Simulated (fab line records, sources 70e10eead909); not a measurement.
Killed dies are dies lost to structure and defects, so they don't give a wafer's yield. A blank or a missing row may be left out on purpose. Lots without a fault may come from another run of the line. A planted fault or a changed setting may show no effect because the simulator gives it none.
fab line records | flow nand_harc
record lots=6 wafers=18 last_day=33
route steps=1302 shown P_M1@297
lots that met no fault: from a run of the same line without faults
start_h: hours from the record's first day to the start of the lot's first wafer shown | wait_h: hours since the lot's step before | " the same as in the row above | L1.1+2: a row that stands for several wafers | - no value, or no start given | * or withheld: withheld | < > ~ a bound
route shown NAME@n: a module of which the file shows steps, and the number in the route of the first | usual: mean/standard deviation of fault-free wafers | same: alike in all rows | chamber/n: place in a boat | sites: the reading at each site | _std_site: their standard deviation | _edge_site: outer sites' mean less inner sites' | radius_mm: how far each site lies from the wafer's centre | mask NAME#n: copy n | behind: the tool/chamber that last shaped the wafer | hold: why the lot was held/for how many hours/how that ended | device: the transistor (n, p or np) that didn't switch | end of line: the same wafers' tests at the end of the route | a step without rows: its recipe alone | killed: dies lost to structure and defects at the first sort, not the wafer's yield | map: a wafer's dies, x killed, . not, _ none there
set.NAME: the setting as run; set.NAME@STEP: as run at that earlier step | model.NAME: the simulator's own value behind a step, which no gauge read
lots at some steps of the route; a table a step, a row a wafer
services: from which hour (start_h, from the record's first day; less than 0 if before it) a tool's chamber was out of use, for how many hours, and why
## steps
# step NHARC_P_M1_INSPECT_11
# usual raw_defect_count=3.8/1.9
# columns lot.wafer tool chamber start_h wait_h raw_defect_count
L575.2 defect_inspect-02 - 144.27 0.0 5
L575.4 " - " " 4
L575.6 " - " " 4
L587.1 defect_inspect-02 - 254.94 0.0 1
L587.4 " - " " 4
L587.6 " - " " 2
L589.3 defect_inspect-01 - 276.03 0.0 6
L589.4 " - " " 2
L589.5 " - " " 5
L588.2 defect_inspect-02 - 276.06 0.0 2
L588.5 " - " " 7
L588.6 " - " " 4
L595.1 defect_inspect-02 - 346.69 0.0 8
L595.3 " - " " 3
L595.5 " - " " 6
L597.2 defect_inspect-02 - 365.48 0.0 4
L597.3 " - " " 4
L597.6 " - " " 0
# step NHARC_P_M1_DESCUM_14
# recipe time_s=3 o2_flow_sccm=200 ar_flow_sccm=0 bias_power_w=0 chemistry=O2
# usual drypump_motor_current_A=5.7/0.4 oes_product_au=1.004/0.0094 rf_vpp_V=57.9/0.91 showerhead_plenum_p_Torr=1.93/0.098 throttle_valve_pct=11.311/0.0084
# columns lot.wafer tool chamber start_h wait_h drypump_motor_current_A oes_product_au rf_hours_counter_h rf_vpp_V showerhead_plenum_p_Torr throttle_valve_pct
L575.4 rie_diel-06 0 144.35 0.1 5.3 0.995 0 57.8 1.87 11.310
L575.2 " 3 " " 5.9 1.006 0 57.3 1.90 11.308
L575.6 " 1 " " 5.7 0.993 - 58.2 1.98 11.301
L587.1 rie_diel-03 2 255.01 0.1 5.9 1.022 7 57.8 2.03 11.320
L587.6 " 1 " " 6.1 1.009 - 58.0 1.81 11.313
L587.4 " 3 " " 6.1 0.990 - 59.5 2.05 11.310
L589.3 rie_diel-06 0 276.09 0.1 5.3 1.000 12 58.3 1.86 11.306
L589.4 " 1 " " 5.7 1.021 13 57.9 1.98 11.317
L589.5 " 0 " " 5.3 1.013 - 58.8 1.86 11.329
L588.2 rie_diel-03 2 276.14 0.1 5.9 1.022 8 57.3 2.03 11.312
L588.5 " 3 " " 6.1 0.987 - 58.5 2.05 11.303
L588.6 " 0 " " 5.1 1.005 - 57.1 1.82 11.295
L595.3 rie_diel-06 2 346.77 0.1 5.1 1.001 2 59.6 2.04 11.302
L595.1 " 3 " " 6.0 0.991 2 58.2 1.89 11.314
L595.5 " 1 " " 5.7 1.004 - 56.9 1.97 11.308
L597.3 rie_diel-06 3 365.55 0.1 5.9 0.996 3 59.3 1.89 11.307
L597.2 " 0 " " 5.2 1.007 3 56.3 1.86 11.312
L597.6 " 3 " " 5.9 1.002 - 57.1 1.89 11.311
# step NHARC_P_M1_ETCH_35
# recipe target_depth_a=400 overetch_a=120 time_s=43.94 ion_energy_ev=200 n2_flow_sccm=150 h2_flow_sccm=150 ar_flow_sccm=0 rf_w=400 bias_w=150 chemistry=N2/H2
# usual bias_w=150.0/0.44 drypump_motor_current_A=5.7/0.41 oes_product_au=1.004/0.011 rf_vpp_V=431/3 showerhead_plenum_p_Torr=2.06/0.11 throttle_valve_pct=14.171/0.0088
# columns lot.wafer tool chamber start_h wait_h bias_w drypump_motor_current_A oes_product_au rf_hours_counter_h rf_vpp_V showerhead_plenum_p_Torr throttle_valve_pct
L575.4 rie_diel-06 2 144.43 0.1 150.0 5.1 0.998 0 434 2.19 14.164
L575.2 " 1 " " 149.7 5.7 0.996 1 434 2.11 14.154
L575.6 " 3 " " 150.6 5.9 1.008 - 429 2.02 14.175
L587.1 rie_diel-03 2 255.11 0.1 149.5 5.9 1.018 7 434 2.17 14.173
L587.4 " 1 " " 149.5 6.1 1.012 - 427 1.93 14.171
L587.6 " 3 " " 150.1 6.1 0.982 - 433 2.19 14.149
L589.3 rie_diel-06 1 276.18 0.1 150.2 5.7 1.012 13 432 2.11 14.186
L589.4 " 2 " " 149.6 5.1 0.983 13 434 2.18 14.167
L589.5 " 0 " " 150.9 5.3 1.004 - 429 1.99 14.160
L588.2 rie_diel-03 2 276.22 0.1 150.2 5.9 1.007 8 433 2.17 14.185
L588.6 " 3 " " 149.7 6.1 0.993 - 435 2.19 14.183
L588.5 " 0 " " 150.5 5.1 1.001 - 427 1.94 14.166
L595.1 rie_diel-06 3 346.84 0.1 149.4 6.0 0.992 2 430 2.01 14.160
L595.3 " 1 " " 150.2 5.7 0.994 2 432 2.11 14.166
L595.5 " 0 " " 150.1 5.2 0.999 - 429 1.99 14.172
L597.2 rie_diel-06 1 365.63 0.1 150.0 5.7 0.998 4 432 2.11 14.179
L597.3 " 0 " " 149.5 5.3 1.003 3 428 1.98 14.167
L597.6 " 2 " " 150.2 5.1 0.998 - 436 2.18 14.163
# step NHARC_P_M1_ETCH_15
# recipe target_depth_a=1825 time_s=91.2 c4f8_flow_sccm=withheld ar_flow_sccm=400 rf_w=600 bias_w=300 chemistry=C4F8/Ar
# step NHARC_P_M1_CD_MEAS_16
# usual cd_nm=129.7/0.79
# columns lot.wafer tool chamber start_h wait_h cd_nm
L575.2 cd_sem-03 - 144.66 - 129.3
L575.4 " - " " 130.2
L575.6 " - " " 129.2
L587.1 cd_sem-02 - 255.34 - 128.3
L587.4 " - " " 128.7
L587.6 " - " " 128.9
L589.3 cd_sem-01 - 276.40 - 128.7
L589.4 " - " " 129.9
L589.5 " - " " 129.6
L588.2 cd_sem-03 - 276.42 - 130.5
L588.5 " - " " 129.3
L588.6 " - " " 128.9
L595.1 cd_sem-01 - 347.05 - 127.9
L595.3 " - " " 130.4
L595.5 " - " " 129.1
L597.2 cd_sem-03 - 365.85 - 129.6
L597.3 " - " " 129.1
L597.6 " - " " 129.6
# step NHARC_P_M1_STRIP_18
# recipe power_w=1000 n2_flow_sccm=150 h2_flow_sccm=150 ar_flow_sccm=0 bias_w=0 chemistry=N2/H2
# usual drypump_motor_current_A=5.7/0.4 oes_product_au=1.002/0.0089 rf_vpp_V=90.6/0.96 showerhead_plenum_p_Torr=2.06/0.1 throttle_valve_pct=14.171/0.0094
# same bias_w=0
# columns lot.wafer tool chamber start_h wait_h drypump_motor_current_A oes_product_au rf_hours_counter_h rf_vpp_V showerhead_plenum_p_Torr throttle_valve_pct
L575.2 rie_diel-06 2 144.75 0.1 5.1 0.996 0 90.7 2.19 14.173
L575.4 " 0 " " 5.2 1.002 0 91.0 1.99 14.168
L575.6 " 1 " " 5.7 0.992 - 90.5 2.11 14.172
L587.4 rie_diel-06 3 255.42 0.1 5.9 1.003 10 91.3 2.02 14.151
L587.1 " 1 " " 5.7 1.007 10 90.9 2.11 14.172
L587.6 " 3 " " 5.9 1.003 - 90.9 2.02 14.158
L589.4 rie_diel-06 2 276.52 0.1 5.1 0.994 13 90.2 2.18 14.176
L589.3 " 3 " " 6.0 0.994 12 90.0 2.02 14.162
L589.5 " 1 " " 5.7 1.000 - 89.7 2.11 14.169
L588.2 rie_diel-03 1 276.55 0.1 6.0 1.013 7 89.4 1.93 14.168
L588.6 " 3 " " 6.1 0.994 - 92.2 2.19 14.162
L588.5 " 0 " " 5.2 1.005 - 90.5 1.94 14.170
L595.3 rie_diel-03 0 347.13 0.1 5.1 1.005 5 89.6 1.94 14.172
L595.1 " 1 " " 6.0 1.007 5 89.5 1.92 14.163
L595.5 " 0 " " 5.1 1.000 - 89.4 1.94 14.197
L597.3 rie_diel-03 2 365.95 0.1 5.9 1.008 4 91.6 2.17 14.163
L597.2 " 3 " " 6.1 1.003 5 91.6 2.19 14.178
L597.6 " 1 " " 6.1 1.013 - 90.5 1.92 14.160
# step NHARC_P_M1_ETCH_28
# recipe target_depth_a=300 over_etch_frac=0.3 time_s=72.99 ion_energy_ev=150 cf4_flow_sccm=50 n2_flow_sccm=100 ar_flow_sccm=150 rf_w=300 bias_w=100 chemistry=CF4/N2
# step NHARC_P_M1_STRIP_19
# recipe time_s=600 temp_c=30 chemistry=post_etch_residue_remover
# step NHARC_P_M1_DEGAS_29
# recipe temp_c=250 time_s=60
# usual heater_power_w=319/19 susceptor_temp_C=249.97/0.17
# columns lot.wafer tool chamber start_h wait_h heater_power_w susceptor_temp_C
L575.4 pvd_sputter-02 - 145.38 - 315 249.77
L575.2 " - " " 315 249.85
L575.6 " - " " 325 249.62
L587.4 pvd_sputter-03 - 256.06 - 344 250.13
L587.1 " - " " 307 249.94
L587.6 " - " " 343 250.25
L589.4 pvd_sputter-03 - 277.10 - 324 249.92
L589.3 " - " " 302 250.25
L589.5 " - " " 320 249.68
L588.2 pvd_sputter-02 - 277.15 - 330 250.00
L588.6 " - " " 316 250.22
L588.5 " - " " 325 249.87
L595.1 pvd_sputter-01 - 347.78 - 269 250.07
L595.3 " - " " 298 249.95
L595.5 " - " " 274 250.28
L597.3 pvd_sputter-01 - 366.56 - 318 250.02
L597.2 " - " " 356 250.06
L597.6 " - " " 274 250.29
# step NHARC_P_M1_PRE_CLEAN_30
# recipe time_s=30 temp_c=280 gas=H2/He
# step NHARC_P_M1_PVD_20
# recipe target_thk_a=50 bias_v=168.6 power_w=15000 chamber_pressure_pa=0.12 time_s=8.06 substrate_temp_c=50 material=TaN
# step NHARC_P_M1_PVD_21
# recipe target_thk_a=300 chamber_pressure_pa=5 power_w=5000 substrate_temp_c=30 time_s=20.49 material=Cu
# step NHARC_P_M1_ECD_22
# recipe target_thk_a=4000 bath_temp_c=25 material=Cu
# columns lot.wafer tool chamber start_h wait_h
L575.2+4+6 ecd_cu-01 1,0,0 145.73 -
L587.1+4+6 ecd_cu-02 1,0,0 256.47 -
L588.2+5+6 ecd_cu-01 0,0,1 277.50 -
L589.4+3+5 ecd_cu-02 1,0,0 277.56 -
L595.1+3+5 ecd_cu-02 0 348.18 -
L597.2+3+6 ecd_cu-02 1,0,0 366.97 -
# step NHARC_P_M1_ANNEAL_31
# recipe temp_c=225 time_s=90
# usual anneal_temp_c_max=225.73/0.24 wafer_temp_C_max=226.1/0.59
# columns lot.wafer tool chamber start_h wait_h anneal_temp_c_max wafer_temp_C_max
L575.2 rtp_anneal-02 0 146.16 0.4 225.78 226.9
L575.4 " 0 " " 226.11 226.2
L575.6 " 0 " " 225.89 226.9
L587.1 rtp_anneal-02 0 256.80 - 225.87 226.9
L587.4 " 0 " " 225.82 226.7
L587.6 " 0 " " 226.05 226.4
L588.2 rtp_anneal-02 0 277.93 - 225.95 226.5
L588.5 " 0 " " 225.95 226.8
L588.6 " 0 " " 226.13 226.3
L589.3 rtp_anneal-01 0 277.94 - 226.15 225.5
L589.4 " 0 " " 225.40 225.2
L589.5 " 0 " " 225.46 225.5
L595.1 rtp_anneal-02 0 348.51 - 226.01 226.1
L595.3 " 0 " " 225.83 227.4
L595.5 " 0 " " 225.96 226.6
L597.2 rtp_anneal-02 0 367.36 - 226.14 225.9
L597.3 " 0 " " 226.12 226.6
L597.6 " 0 " " 226.00 226.1
# step NHARC_P_M1_CMP_23
# recipe t_overpolish_s=20 target_thk_nm=157.82
# usual edge_zone_pressure_frac=1.000/0.0051 motor_current_A=11.5/1.2 time_to_endpoint_s=28.6/2.5
# columns lot.wafer tool chamber start_h wait_h edge_zone_pressure_frac motor_current_A time_to_endpoint_s
L575.4 cmp-04 0 146.45 - 0.998 12.9 25.6
L575.2 " 3 " " 0.998 10.1 26.5
L575.6 " 1 " " 1.002 11.0 28.1
L587.1 cmp-04 0 257.14 - 0.993 12.4 25.8
L587.4 " 2 " " 0.994 11.6 12.2
L587.6 " 1 " " 0.994 10.6 9.8
L589.4 cmp-02 0 278.18 - 1.003 10.5 29.6
L589.3 " 3 " " 1.001 13.0 14.0
L589.5 " 0 " " 1.008 10.8 12.3
L588.2 cmp-01 3 278.22 - 0.997 10.2 33.4
L588.5 " 3 " " 0.998 10.3 32.1
L588.6 " 0 " " 1.004 11.6 34.8
L595.3 cmp-02 1 348.91 - 1.001 10.2 24.1
L595.1 " 2 " " 0.999 13.5 28.8
L595.5 " 0 " " 0.998 11.0 23.5
L597.3 cmp-01 0 367.65 - 0.997 12.1 30.2
L597.2 " 3 " " 0.999 9.8 32.4
L597.6 " 0 " " 0.992 11.6 30.2
# step NHARC_P_M1_THK_MEAS_24
# recipe thk_meas_gauge=xrf
# usual thk_nm=157.7/1.4
# columns lot.wafer tool chamber start_h wait_h thk_nm
L575.2 film_metro-02 - 146.77 - 157.6
L575.4 " - " " 159.2
L575.6 " - " " 156.8
L587.1 film_metro-01 - 257.46 - 155.5
L587.4 " - " " 156.7
L587.6 " - " " 157.5
L589.3 film_metro-01 - 278.49 - 156.2
L589.4 " - " " 154.8
L589.5 " - " " 158.0
L588.2 film_metro-02 - 278.54 - 159.6
L588.5 " - " " 158.9
L588.6 " - " " 158.5
L595.1 film_metro-01 - 349.16 - 156.8
L595.3 " - " " 154.0
L595.5 " - " " 154.7
L597.2 film_metro-01 - 367.96 - 159.9
L597.3 " - " " 159.0
L597.6 " - " " 157.4
## services
# columns tool chamber start_h hours kind
cmp-04 - 124.55 0.5 repair
rie_diel-06 - 130.21 9.0 pm
ecd_cu-01 - 132.24 0.8 repair
pvd_sputter-02 - 132.29 10.0 pm
cmp-04 - 133.65 0.3 repair
cmp-02 - 134.50 4.0 pm
ecd_cu-01 - 160.00 8.0 pm
rie_diel-03 1 169.93 6.0 repair
pvd_sputter-03 - 170.00 10.0 pm
rie_diel-06 3 181.09 5.6 repair
rie_diel-03 3 184.88 14.9 repair
rie_diel-06 - 189.00 0.5 repair
cmp-01 - 189.77 4.0 pm
ecd_cu-01 - 199.00 1.2 repair
cmp-04 - 209.00 4.0 pm
ecd_cu-01 - 214.20 2.2 repair
cmp-02 - 218.93 0.6 repair
rie_diel-03 2 219.86 4.2 repair
rie_diel-03 0 230.78 4.5 repair
ecd_cu-02 - 244.49 8.0 pm
rie_diel-03 0 252.70 7.2 repair
rie_diel-03 - 281.30 9.0 pm
rie_diel-03 2 302.23 9.1 repair
rie_diel-06 - 307.21 9.0 pm
## key
first_sign step=NHARC_P_M1_CMP_23 reading=time_to_endpoint_s direction=down sigmas=6.6 usual=* struck=*
effect none on later readings
met_at NHARC_P_M1_ECD_22
struck_wafers L587.4,L587.6,L589.3,L589.5
fault kind=process_parameter_drift tool=ecd_cu-02 chamber=0 onset_h=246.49 steps=NHARC_P_M1_ECD_22 channel=target_thk_a offset=* shape=step end_h=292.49 acts_in=* stated=*
